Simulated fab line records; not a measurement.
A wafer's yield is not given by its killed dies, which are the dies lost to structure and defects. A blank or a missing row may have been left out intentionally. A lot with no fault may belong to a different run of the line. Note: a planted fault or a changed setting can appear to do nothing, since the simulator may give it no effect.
Comparing a struck lot with a sound one -- flow n5_finfet -- 38 steps out of a route of 1938
Sound: the wafers L407.1, L407.4, L407.5. Struck: wafers L408.2, L408.5, L408.6. The cause is given at the end.
For every step that has rows: the tool of each side, followed by ch and its chambers, followed by its first start. Under that, the readings that differ: sound wafers -- struck wafers -- difference of the means -- sigmas: that difference in standard deviations of wafers without a fault.
alike: a reading whose means differ by less than 2 such deviations, as well as words and numbers matching on both sides. not compared: withheld readings; readings where some wafer has no value; bounds like >300 that might hide an equal value; numbers whose values overlap and for which the record gives no deviation.
The two part at a step that has a row with sigmas, a row that says differs or no value, or rows on one side only. Numbers that have no deviation but don't overlap get no sigmas and don't part them. A reading missing from all wafers of one side parts the sides only when that side holds two or more wafers.

first, 9 steps without rows for these wafers: N5_BEOL_M4_ANNEAL_95 (time 240 s); N5_BEOL_M4_SPUTTER_96 (material Cu, target thk 4.5 nm, time 8.29 s); N5_BEOL_M4_ECD_50 (material Cu, target thk 300 nm); N5_BEOL_M4_ANNEAL_51 (time 90 s); N5_BEOL_M4_CMP_52 (polishes, stops on SiOC, t overpolish 6.8 s, target thk 40 nm); N5_BEOL_M4_PRE_CLEAN_60 (time 15 s); N5_BEOL_M4_CO_CAP_55 (material Co, precursor CCTBA/H2, target thk 2 nm, time 102.1 s); N5_BEOL_M4_PRE_CLEAN_56 (time 15 s); N5_BEOL_M4_DEP_57 (deposits SiCN from 3MS/NH3, target thk 8 nm, time 14 s).
N5_BEOL_M4_RC_MEAS_101:
  sound on prober-01 ch 0, day 10 09:13; struck on prober-01 ch 0, day 11 02:40
  alike: DIBL_N, DIBL_P, IOFF_N, IOFF_P, ION_N, ION_P, SS_N, SS_P, VT_N, VT_P
then, 24 steps without rows for these wafers: N5_BEOL_M5_ILD_DEP_00 (deposits SiCOH lowk from DEMS/porogen, target thk 140.64 nm, time 25.9 s); N5_BEOL_M5_CURE_79 (cures SiCOH lowk, time 240 s); N5_BEOL_M5_PECVD_70 (deposits SiO2 from TEOS/O2, target thk 16 nm, time 18 s); N5_BEOL_M5_HM_DEP_02 (deposits TiN, target thk 20 nm); N5_BEOL_M5_COAT_59 (time 60 s, resist thk 60 nm); N5_BEOL_M5_COAT_60 (time 60 s, resist thk 12 nm); N5_BEOL_M5_COAT_71 (time 60 s, resist thk 5 nm); N5_BEOL_M5_COAT_05 (resist thk 30 nm); N5_BEOL_M5_EBR_07; N5_BEOL_M5_SOFTBAKE_06 (time 60 s); N5_BEOL_M5_EXPOSE_08 (exposes mask M5, target cd 28 nm); N5_BEOL_M5_PEB_09 (peb time 60 s); N5_BEOL_M5_DEVELOP_10 (develop time 30 s); N5_BEOL_M5_DESCUM_16 (chemistry O2, time 7 s); N5_BEOL_M5_ETCH_72 (etches underlayer in N2/H2, target depth 6.5 nm, time 5.2 s); N5_BEOL_M5_ETCH_61 (etches SiARC in CF4, target depth 15.6 nm, time 26 s); N5_BEOL_M5_ETCH_62 (etches SOC in N2/H2, target depth 75 nm, overetch 15 nm, time 112.5 s); N5_BEOL_M5_STRIP_63 (strips in N2/H2); N5_BEOL_M5_STRIP_73 (strips in N2/H2); N5_BEOL_M5_STRIP_64 (strips in CF4); N5_BEOL_M5_HM_OPEN_17 (chemistry Cl2/BCl3, target TiN, target depth 20 nm, overetch 6 nm); N5_BEOL_M5_STRIP_19 (strips in O2); N5_BEOL_M5_COAT_65 (time 60 s, resist thk 60 nm); N5_BEOL_M5_COAT_66 (time 60 s, resist thk 12 nm).
N5_BEOL_M6_TRENCH_ETCH_37: etches SiCOH lowk in C4F6/O2, target depth 94.435 nm, time 31.5 s.
  sound on rie_diel-03 ch 0,2, day 11 04:59; struck on rie_diel-02 ch 1,2,3, day 11 22:43
  no value came back on the struck wafers for any of 9 readings (C4F6_flow_sccm (sccm), O2_flow_sccm (sccm) and others); on the sound wafers C4F6_flow_sccm (sccm) reads 9.99 9.94 9.98
reading,sound,struck,difference,sigmas
model.TiN_of_BEOL_M6_HM_DEP_02.thk_nm (nm),17.6 17.4 17.4,19.6 19.6 20,+2.3,
  not compared: rf_hours_counter_h
N5_BEOL_M6_OCD_MEAS_38:
  struck on ocd-02, day 11 22:53; sound on ocd-02, day 11 05:08
reading,sound,struck,difference,sigmas
trench_depth_nm (nm),94.8 91.0 95.0,0.2 0.2 0.2,-93.4,-49
N5_BEOL_M6_CMP_52: polishes, stops on SiCOH lowk, t overpolish 6.9 s, target thk 80 nm.
  sound on cmp-01 ch 0,1,2, day 11 07:58; struck on cmp-02 ch 2,3, day 12 01:44
reading,sound,struck,difference,sigmas
model.Cu_of_BEOL_M6_ECD_50.thk_nm (nm),80 76 83.2,0.2 0.6 3.6,-78.3,
  alike: clearing_platen_down_force_psi, motor_current_A
-- a jump in the record: the struck wafers' starts before and after are 3 days apart (it breaks off in module BEOL_M6 and resumes in module PASSIVATION, where the first step shown is number 1936 of the route) --
N5_PASSIVATION_PROBE_49:
  struck on prober-01, day 15 10:40; sound on prober-01, day 14 14:22
reading,sound,struck,difference,sigmas
defect_limited_yield (%),93.2 89.8 93.1,0 0 0,-92,-66
killed_at_M4_up,8 5 8,1101 1077 1086,+1081,+99 or more
killed_dies,80 120 81,1180 1180 1180,+1086,+68
killed_on_rim,10 16 3,152 152 152,+142,+34
sort_bin_5_function (%),4.1 5.2 3.8,96.9 95.5 96.2,+91.8,+99 or more
sort_n_pass,1100 1060 1099,0 0 0,-1086,-68
  alike: killed_at_M0_to_M3, killed_at_contacts, killed_at_front_end, killed_at_other, killed_open, killed_short, sort_bin_6_memory, sort_bin_8_speed

== WHERE THEY PART ==
First at N5_BEOL_M6_TRENCH_ETCH_37; last, within this record, at N5_PASSIVATION_PROBE_49.

WHY: whatever the simulator had introduced
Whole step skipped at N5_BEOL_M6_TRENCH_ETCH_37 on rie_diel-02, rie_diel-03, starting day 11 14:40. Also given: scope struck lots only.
